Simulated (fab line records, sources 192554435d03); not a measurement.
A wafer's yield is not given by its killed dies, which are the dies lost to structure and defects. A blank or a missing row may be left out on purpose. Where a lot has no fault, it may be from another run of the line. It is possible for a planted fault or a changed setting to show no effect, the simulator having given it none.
A struck lot beside a sound one    flow n5_finfet    29 out of 1938 route steps
Sound: these wafers, L129.1, L129.2, L129.3. Struck: wafer L133.4 (L133.3, L133.6, from the same lot, were not struck and are left out); the cause is given at the end.
Each step with rows lists, per side, the tool, then ch with its chambers, then its first start. Under that, the readings that differ: sound wafers    struck wafers    difference of the means    sigmas: that difference in standard deviations of wafers without a fault.
alike: same words and numbers on both sides, and readings whose means sit less than 2 such deviations apart. not compared: any withheld reading, any reading some wafer has no value for, any bound like >300 that may hide the same value, and any number with overlapping values for which the record gives no deviation.
Wherever a step has rows on one side only, a row that says differs or no value, or a row with sigmas, the two part there. When numbers do not overlap yet have no deviation, they are printed without sigmas and do not part them. A reading missing from all wafers of one side parts the sides only when that side holds two or more wafers.

first, 9 steps without rows for these wafers: N5_BEOL_M0_SAQP_EXPOSE_37 (exposes mask M0 CUT1, target cd 30 nm); N5_BEOL_M0_SAQP_PEB_38 (peb time 60 s); N5_BEOL_M0_SAQP_DEVELOP_39 (develop time 30 s); N5_BEOL_M0_SAQP_DESCUM_45 (chemistry O2, time 7 s); N5_BEOL_M0_SAQP_ETCH_88 (etches underlayer in N2/H2, target depth 6.5 nm, time 5.2 s); N5_BEOL_M0_SAQP_ETCH_73 (etches SiARC in CF4, target depth 19.5 nm, time 32.5 s); N5_BEOL_M0_SAQP_CUT_ETCH_46 (etches SOC in N2/H2, target depth 135 nm, overetch 27 nm, time 202.5 s); N5_BEOL_M0_SAQP_STRIP_74 (strips in N2/H2); N5_BEOL_M0_SAQP_STRIP_89 (strips in N2/H2).
N5_BEOL_M0_SAQP_ALD_48: deposits SiO2, target thk 20 nm, pulse time 1 s, co reactant pulse time 1 s.
  sound on ald_sin-01 ch 0,1,2, day 9 02:50; struck on ald_sin-01 ch 2, day 9 20:58
reading                                        sound        struck  difference  sigmas
ald_cycles                                     139 139 139  235     +96         
model.SiO2_of_BEOL_M0_SAQP_ALD_48.thk_nm (nm)  20 20 20     33.6    +13.6       
  alike: heater_power_w, precursor_pulse_height_rel
then, 15 steps without rows for these wafers: N5_BEOL_M0_SAQP_ETCH_49 (etches SiO2 in CF4/O2, target depth 37 nm); N5_BEOL_M0_SAQP_STRIP_75 (strips in CF4); N5_BEOL_M0_CUTY_COAT_50 (time 60 s, resist thk 15 nm); N5_BEOL_M0_CUTY_COAT_51 (resist thk 150 nm); N5_BEOL_M0_CUTY_EBR_52; N5_BEOL_M0_CUTY_SOFTBAKE_53 (time 60 s); N5_BEOL_M0_CUTY_EXPOSE_54 (exposes mask M0 ABLK); N5_BEOL_M0_CUTY_PEB_55 (peb time 60 s); N5_BEOL_M0_CUTY_DEVELOP_56 (develop time 30 s); N5_BEOL_M0_CUTY_DESCUM_61 (chemistry O2, time 7.9 s); N5_BEOL_M0_CUTY_ETCH_62 (etches SiARC in CF4, time 58.5 s); N5_BEOL_M0_CUTY_ETCH_63 (etches SOC in N2/H2, target depth 82.7 nm, overetch 16.5 nm, time 124 s); N5_BEOL_M0_CUTY_STRIP_64 (strips in N2/H2); N5_BEOL_M0_ETCH_138 (etches SiCN in CH3F/O2, target depth 12 nm, time 31.6 s); N5_BEOL_M0_HM_OPEN_105 (chemistry Cl2/BCl3, target TiN, target depth 12 nm).
N5_BEOL_M0_STRIP_140: strips in CF4.
  sound on rie_diel-03 ch 0,1,2, day 9 04:34; struck on rie_diel-06 ch 3, day 9 23:56
reading                                        sound         struck  difference  sigmas
model.SiO2_of_BEOL_M0_SAQP_ALD_48.thk_nm (nm)  12 10.8 11.4  19.2    +7.8        
  alike: drypump_motor_current_A, oes_product_au, rf_vpp_V, showerhead_plenum_p_Torr, throttle_valve_pct
  not compared: rf_hours_counter_h
then, 1 step without rows for these wafers: N5_BEOL_M0_STRIP_104 (strips in N2/H2).
-- record jumps: 3 days separate the struck wafers' starts on either side; left off in module BEOL_M0, taken up again in module BEOL_M4, whose first shown step is the route's number 1111 --
N5_BEOL_M4_RC_MEAS_101:
  sound on prober-02 ch 0, day 11 11:13; struck on prober-02 ch 0, day 12 16:14
  alike: DIBL_N, DIBL_P, IOFF_N, IOFF_P, ION_N, ION_P, SS_N, SS_P, VT_N, VT_P
-- a jump in the record: the struck wafers' starts before and after are 4 days apart (it breaks off in module BEOL_M4 and resumes in module PASSIVATION, where the first step shown is number 1936 of the route) --
N5_PASSIVATION_PROBE_49:
  sound: prober-01 at day 15 19:10; struck: prober-01 at day 17 00:37
reading             sound     struck  difference  sigmas
killed_at_M4_up     10 12 8   22      +12         +2
killed_at_contacts  15 33 25  9       -15         -3
  alike: defect_limited_yield, killed_at_M0_to_M3, killed_at_front_end, killed_at_other, killed_dies, killed_open, killed_short, sort_bin_5_function, sort_bin_6_memory, sort_n_pass, sort_yield_pct

== WHERE THEY PART ==
At N5_PASSIVATION_PROBE_49 and nowhere else, as far as this record goes.

WHY: whatever the simulator had introduced
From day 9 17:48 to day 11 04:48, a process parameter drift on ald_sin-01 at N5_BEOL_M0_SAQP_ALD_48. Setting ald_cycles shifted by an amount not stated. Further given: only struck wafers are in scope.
